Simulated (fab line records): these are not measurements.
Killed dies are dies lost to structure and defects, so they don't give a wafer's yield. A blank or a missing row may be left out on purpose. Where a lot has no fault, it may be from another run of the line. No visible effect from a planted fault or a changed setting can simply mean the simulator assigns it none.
Which tool is to blame? :: flow n5_finfet :: 10 lots with 30 wafers sampled at 5 steps, on a route of 1938 steps

## WHAT EACH GAUGE READ, for each wafer
N5_BEOL_M1_THK_MEAS_01. Usual: M1_ILD_THK 79.3 nm, standard deviation 1.2.
lot: L430
measured: day 6 10:35
on: film_metro-01
M1_ILD_THK (nm): 76.7 78.0 77.8
flag: 

lot: L431
measured: day 6 13:26
on: film_metro-01
M1_ILD_THK (nm): 78.9 79.4 80.3
flag: 

lot: L432
measured: day 6 15:29
on: film_metro-01
M1_ILD_THK (nm): 79.5 79.5 80.2
flag: 

lot: L435
measured: day 7 08:29
on: film_metro-02
M1_ILD_THK (nm): 77.9 80.5 79.1
flag: 

lot: L442
measured: day 9 11:31
on: film_metro-01
M1_ILD_THK (nm): 77.1 77.4 78.7
flag: 

lot: L443
measured: day 9 13:14
on: film_metro-02
M1_ILD_THK (nm): 80.2 79.5 80.8
flag: 

lot: L445
measured: day 10 03:25
on: film_metro-02
M1_ILD_THK (nm): 78.7 79.9 80.1
flag: 

lot: L448
measured: day 10 15:27
on: film_metro-01
M1_ILD_THK (nm): 76.2 79.3 77.3
flag: 

lot: L449
measured: day 10 19:58
on: film_metro-01
M1_ILD_THK (nm): 77.8 80.8 79.1
flag: 

lot: L450
measured: day 11 07:14
on: film_metro-02
M1_ILD_THK (nm): 79.0 80.2 79.0
flag: 

N5_BEOL_M1_INSPECT_13: inspects for defects (brightfield). Usual: 419 for raw_defect_count, sd 94.
lot: L430
measured: day 6 12:39
on: defect_inspect-02
raw_defect_count: 357 409 449
flag: 

lot: L431
measured: day 6 14:02
on: defect_inspect-01
raw_defect_count: 353 419 588
flag: 

lot: L432
measured: day 6 17:36
on: defect_inspect-02
raw_defect_count: 582 415 769
flag: 

lot: L435
measured: day 7 09:09
on: defect_inspect-01
raw_defect_count: 347 350 412
flag: 

lot: L442
measured: day 9 12:08
on: defect_inspect-01
raw_defect_count: 364 541 370
flag: 

lot: L443
measured: day 9 17:07
on: defect_inspect-01
raw_defect_count: 247 462 326
flag: 

lot: L445
measured: day 10 05:37
on: defect_inspect-02
raw_defect_count: 280 328 461
flag: 

lot: L448
measured: day 10 17:41
on: defect_inspect-02
raw_defect_count: 267 498 291
flag: 

lot: L449
measured: day 11 03:42
on: defect_inspect-01
raw_defect_count: 439 533 350
flag: 

lot: L450
measured: day 11 07:56
on: defect_inspect-01
raw_defect_count: 435 361 268
flag: 

N5_BEOL_M4_RC_MEAS_101. Usual: DIBL_N 35.4 mV/V, standard deviation 2.1; DIBL_P 34.8 mV/V, standard deviation 2.6; IOFF_N 0.15 nA/um, standard deviation 0.037; IOFF_P 0.19 nA/um, standard deviation 0.037; ION_N 677 uA/um, standard deviation 16; ION_P 462 uA/um, standard deviation 9.3; SS_N 71.4 mV/dec, standard deviation 0.75; SS_P 72.9 mV/dec, standard deviation 0.77; VT_N 250 mV, standard deviation 3.7; VT_P -251 mV, standard deviation 3.5.
lot: L430
measured: day 8 15:29
on: prober-01
DIBL_N (mV/V): 35.6 39.3 37.9
DIBL_P (mV/V): 34.3 38.9 37.1
IOFF_N (nA/um): 0.13 0.22 0.19
IOFF_P (nA/um): 0.14 0.20 0.18
ION_N (uA/um): 654 684 686
ION_P (uA/um): 441 455 455
SS_N (mV/dec): 71.5 73.0 72.5
SS_P (mV/dec): 72.4 73.8 73.3
VT_N (mV): 255 247 249
VT_P (mV): -257 -256 -254
flag: 

lot: L431
measured: day 8 15:54
on: prober-02
DIBL_N (mV/V): 34.8 35.0 33.1
DIBL_P (mV/V): 32.0 32.7 30.1
IOFF_N (nA/um): 0.13 0.14 0.11
IOFF_P (nA/um): 0.19 0.20 0.17
ION_N (uA/um): 679 682 672
ION_P (uA/um): 472 478 470
SS_N (mV/dec): 70.9 71.0 70.0
SS_P (mV/dec): 72.6 72.5 72.6
VT_N (mV): 250 249 253
VT_P (mV): -248 -250 -251
flag: 

lot: L432
measured: day 9 05:58
on: prober-01
DIBL_N (mV/V): 35.3 36.9 31.4
DIBL_P (mV/V): 35.4 36.0 29.3
IOFF_N (nA/um): 0.15 0.16 0.09
IOFF_P (nA/um): 0.19 0.18 0.12
ION_N (uA/um): 690 677 657
ION_P (uA/um): 464 453 449
SS_N (mV/dec): 71.8 71.4 70.0
SS_P (mV/dec): 73.3 72.7 71.3
VT_N (mV): 245 250 256
VT_P (mV): -253 -255 -259
flag: 

lot: L435
measured: day 9 12:27
on: prober-02
DIBL_N (mV/V): 35.6 33.2 32.8
DIBL_P (mV/V): 35.9 32.4 32.0
IOFF_N (nA/um): 0.15 0.11 0.11
IOFF_P (nA/um): 0.20 0.14 0.15
ION_N (uA/um): 677 669 647
ION_P (uA/um): 461 459 454
SS_N (mV/dec): 71.1 70.3 71.4
SS_P (mV/dec): 73.5 71.7 72.9
VT_N (mV): 253 255 253
VT_P (mV): -249 -254 -253
flag: 

lot: L442
measured: day 11 18:20
on: prober-02
DIBL_N (mV/V): 33.6 35.7 34.1
DIBL_P (mV/V): 33.6 36.7 34.6
IOFF_N (nA/um): 0.15 0.18 0.16
IOFF_P (nA/um): 0.20 0.24 0.22
ION_N (uA/um): 688 682 700
ION_P (uA/um): 480 469 479
SS_N (mV/dec): 70.6 71.7 71.4
SS_P (mV/dec): 72.4 72.5 72.1
VT_N (mV): 246 248 246
VT_P (mV): -248 -248 -250
flag: 

lot: L443
measured: day 11 12:50
on: prober-01
DIBL_N (mV/V): 35.2 35.3 33.4
DIBL_P (mV/V): 34.9 34.9 32.1
IOFF_N (nA/um): 0.15 0.14 0.12
IOFF_P (nA/um): 0.21 0.21 0.17
ION_N (uA/um): 683 679 674
ION_P (uA/um): 467 469 462
SS_N (mV/dec): 71.2 71.3 71.4
SS_P (mV/dec): 73.5 73.1 72.2
VT_N (mV): 248 249 254
VT_P (mV): -248 -249 -250
flag: 

lot: L445
measured: day 11 20:48
on: prober-02
DIBL_N (mV/V): 38.6 33.9 39.1
DIBL_P (mV/V): 39.2 33.0 38.8
IOFF_N (nA/um): 0.20 0.12 0.18
IOFF_P (nA/um): 0.24 0.15 0.23
ION_N (uA/um): 681 668 672
ION_P (uA/um): 474 460 464
SS_N (mV/dec): 72.1 71.0 71.7
SS_P (mV/dec): 73.5 72.4 73.8
VT_N (mV): 248 252 251
VT_P (mV): -249 -255 -251
flag: 

lot: L448
measured: day 12 19:44
on: prober-01
DIBL_N (mV/V): 33.2 36.7 34.9
DIBL_P (mV/V): 32.4 37.0 35.9
IOFF_N (nA/um): 0.11 0.16 0.14
IOFF_P (nA/um): 0.15 0.20 0.20
ION_N (uA/um): 670 692 669
ION_P (uA/um): 451 469 463
SS_N (mV/dec): 70.2 71.6 70.1
SS_P (mV/dec): 72.3 73.0 73.3
VT_N (mV): 255 251 251
VT_P (mV): -254 -251 -251
flag: 

lot: L449
measured: day 12 22:39
on: prober-01
DIBL_N (mV/V): 36.2 37.5 37.8
DIBL_P (mV/V): 36.9 38.8 38.8
IOFF_N (nA/um): 0.18 0.21 0.20
IOFF_P (nA/um): 0.22 0.25 0.24
ION_N (uA/um): 694 697 696
ION_P (uA/um): 472 472 471
SS_N (mV/dec): 72.3 72.2 72.2
SS_P (mV/dec): 72.9 73.3 73.0
VT_N (mV): 247 246 245
VT_P (mV): -249 -249 -245
flag: 

lot: L450
measured: day 13 15:20
on: prober-01
DIBL_N (mV/V): 35.9 39.2 35.8
DIBL_P (mV/V): 34.1 39.1 33.8
IOFF_N (nA/um): 0.13 0.20 0.13
IOFF_P (nA/um): 0.15 0.22 0.14
ION_N (uA/um): 656 709 668
ION_P (uA/um): 449 469 445
SS_N (mV/dec): 71.6 72.2 71.5
SS_P (mV/dec): 72.8 74.6 73.2
VT_N (mV): 255 245 254
VT_P (mV): -254 -253 -261
flag: 

## EACH LOT AND THE TOOL THAT RAN IT (in order: tool; ch and the chambers of the sampled wafers; start)
lot: L430
N5_BEOL_M1_STRIP_66: rie_diel-06 ch 0,1,3, day 6 12:53
N5_BEOL_M1_COAT_67: litho_track-05 ch 0, day 6 13:09

lot: L431
N5_BEOL_M1_STRIP_66: rie_diel-04 ch 0,1,3, day 6 14:25
N5_BEOL_M1_COAT_67: litho_track-04 ch 0, day 6 14:44

lot: L432
N5_BEOL_M1_STRIP_66: rie_diel-06 ch 0,2,3, day 6 17:50
N5_BEOL_M1_COAT_67: litho_track-04 ch 0, day 6 18:06

lot: L435
N5_BEOL_M1_STRIP_66: rie_diel-06 ch 0,2,3, day 7 09:38
N5_BEOL_M1_COAT_67: litho_track-05 ch 0, day 7 09:53

lot: L442
N5_BEOL_M1_STRIP_66: rie_diel-02 ch 0,1,2, day 9 12:23
N5_BEOL_M1_COAT_67: litho_track-04 ch 0, day 9 12:38

lot: L443
N5_BEOL_M1_STRIP_66: rie_diel-02 ch 0,1, day 9 17:44
N5_BEOL_M1_COAT_67: litho_track-04 ch 0, day 9 18:04

lot: L445
N5_BEOL_M1_STRIP_66: rie_diel-06 ch 3, day 10 06:24
N5_BEOL_M1_COAT_67: litho_track-04 ch 0, day 10 06:42

lot: L448
N5_BEOL_M1_STRIP_66: rie_diel-02 ch 0,2,3, day 10 17:56
N5_BEOL_M1_COAT_67: litho_track-05 ch 0, day 10 18:18

lot: L449
N5_BEOL_M1_STRIP_66: rie_diel-02 ch 0,2, day 11 04:16
N5_BEOL_M1_COAT_67: litho_track-02 ch 0, day 11 04:32

lot: L450
N5_BEOL_M1_STRIP_66: rie_diel-06 ch 0,2,3, day 11 08:13
N5_BEOL_M1_COAT_67: litho_track-02 ch 0, day 11 08:28
- N5_BEOL_M1_STRIP_66: strips in CF4.
- N5_BEOL_M1_COAT_67: time 60 s, resist thk 60 nm.

## WHAT THE TOOLS THEMSELVES READ (means of the sampled wafers that have a number; where no wafer has one, the mark that the record gives instead)
N5_BEOL_M1_STRIP_66. Usual: drypump_motor_current_A 5.5 A, standard deviation 0.48; oes_product_au 0.75 a.u., standard deviation 0.074; rf_vpp_V 270.8 V, standard deviation 1.4; showerhead_plenum_p_Torr 1.79 Torr, standard deviation 0.05; throttle_valve_pct 13.72 %, standard deviation 0.27.
lot: L430
tool: rie_diel-06
drypump_motor_current_A (A): 5.2
oes_product_au (a.u.): 0.76
rf_vpp_V (V): 270.0
showerhead_plenum_p_Torr (Torr): 1.73
throttle_valve_pct (%): 13.81
flag: 

lot: L431
tool: rie_diel-04
drypump_motor_current_A (A): 5.8
oes_product_au (a.u.): 0.74
rf_vpp_V (V): 272.1
showerhead_plenum_p_Torr (Torr): 1.82
throttle_valve_pct (%): 13.68
flag: 

lot: L432
tool: rie_diel-06
drypump_motor_current_A (A): 5.1
oes_product_au (a.u.): 0.76
rf_vpp_V (V): 270.2
showerhead_plenum_p_Torr (Torr): 1.78
throttle_valve_pct (%): 13.78
flag: 

lot: L435
tool: rie_diel-06
drypump_motor_current_A (A): 5.1
oes_product_au (a.u.): 0.75
rf_vpp_V (V): 271.0
showerhead_plenum_p_Torr (Torr): 1.78
throttle_valve_pct (%): 13.79
flag: 

lot: L442
tool: rie_diel-02
drypump_motor_current_A (A): 5.9
oes_product_au (a.u.): 0.74
rf_vpp_V (V): 269.7
showerhead_plenum_p_Torr (Torr): 1.77
throttle_valve_pct (%): 13.62
flag: 

lot: L443
tool: rie_diel-02
drypump_motor_current_A (A): 5.9
oes_product_au (a.u.): 0.76
rf_vpp_V (V): 269.8
showerhead_plenum_p_Torr (Torr): 1.77
throttle_valve_pct (%): 13.72
flag: 

lot: L445
tool: rie_diel-06
drypump_motor_current_A (A): 5.3
oes_product_au (a.u.): 0.72
rf_vpp_V (V): 269.6
showerhead_plenum_p_Torr (Torr): 1.73
throttle_valve_pct (%): 13.98
flag: 

lot: L448
tool: rie_diel-02
drypump_motor_current_A (A): 5.6
oes_product_au (a.u.): 0.72
rf_vpp_V (V): 271.3
showerhead_plenum_p_Torr (Torr): 1.77
throttle_valve_pct (%): 13.90
flag: 

lot: L449
tool: rie_diel-02
drypump_motor_current_A (A): 5.8
oes_product_au (a.u.): 0.68
rf_vpp_V (V): 270.9
showerhead_plenum_p_Torr (Torr): 1.79
throttle_valve_pct (%): 13.78
flag: 

lot: L450
tool: rie_diel-06
drypump_motor_current_A (A): 5.1
oes_product_au (a.u.): 0.80
rf_vpp_V (V): 270.6
showerhead_plenum_p_Torr (Torr): 1.77
throttle_valve_pct (%): 13.65
flag: 

N5_BEOL_M1_COAT_67. Usual: heater_power_total_W 500.5 W, standard deviation 1.8; plate_temp_C 250.04 C, standard deviation 0.17.
lot: L430
tool: litho_track-05
heater_power_total_W (W): 501.2
plate_temp_C (C): 250.17
flag: 

lot: L431
tool: litho_track-04
heater_power_total_W (W): 501.0
plate_temp_C (C): 250.06
flag: 

lot: L432
tool: litho_track-04
heater_power_total_W (W): 501.5
plate_temp_C (C): 249.97
flag: 

lot: L435
tool: litho_track-05
heater_power_total_W (W): 500.1
plate_temp_C (C): 249.96
flag: 

lot: L442
tool: litho_track-04
heater_power_total_W (W): 507.0
plate_temp_C (C): 253.75
flag: OFF

lot: L443
tool: litho_track-04
heater_power_total_W (W): 509.6
plate_temp_C (C): 253.93
flag: OFF

lot: L445
tool: litho_track-04
heater_power_total_W (W): 508.9
plate_temp_C (C): 253.71
flag: OFF

lot: L448
tool: litho_track-05
heater_power_total_W (W): 498.8
plate_temp_C (C): 249.81
flag: 

lot: L449
tool: litho_track-02
heater_power_total_W (W): 500.7
plate_temp_C (C): 249.86
flag: 

lot: L450
tool: litho_track-02
heater_power_total_W (W): 500.9
plate_temp_C (C): 250.07
flag: 

## THE ANSWER, worked out from the rows above alone
Rule: lot off if the mean of its wafers having a number is beyond 3 standard deviations from the usual mean. A lot without any number at a reading at which 4 lots or more have one is off too. The other lots that the step has rows for count as sound. First the gauges in route order, then the tools' own readings, where a lot's mean is used as printed above. The first step at which some lot is off is used, and at that step the reading that is off furthest; a lot without a number counts as furthest.
Off, at N5_BEOL_M1_COAT_67 on plate_temp_C: L442, L443, L445.
If a tool, at that step or one of the process steps before it, ran each lot that is off and ran no sound lot following the first of them, it fits. One fits: N5_BEOL_M1_COAT_67 on litho_track-04. A fault onset in the window from L432 (day 6 18:06, its last sound lot) to L442 (day 9 12:38, its first lot off) fits.
The tool's own readings at N5_BEOL_M1_COAT_67 bear it out: on the lots that are off they differ by more than 5 times the standard deviation of the sound lots' means. heater_power_total_W reads 508.5 W there against 500.6 W on the sound lots; plate_temp_C reads 253.80 C there against 249.99 C on the sound lots.

## WHAT THE SIMULATOR HAD PUT IN
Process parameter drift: litho_track-04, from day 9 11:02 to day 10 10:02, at N5_BEOL_M1_COAT_67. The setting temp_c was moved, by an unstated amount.
Lots struck among those shown: L442, L443, L445. The rule given above showed the same thing.
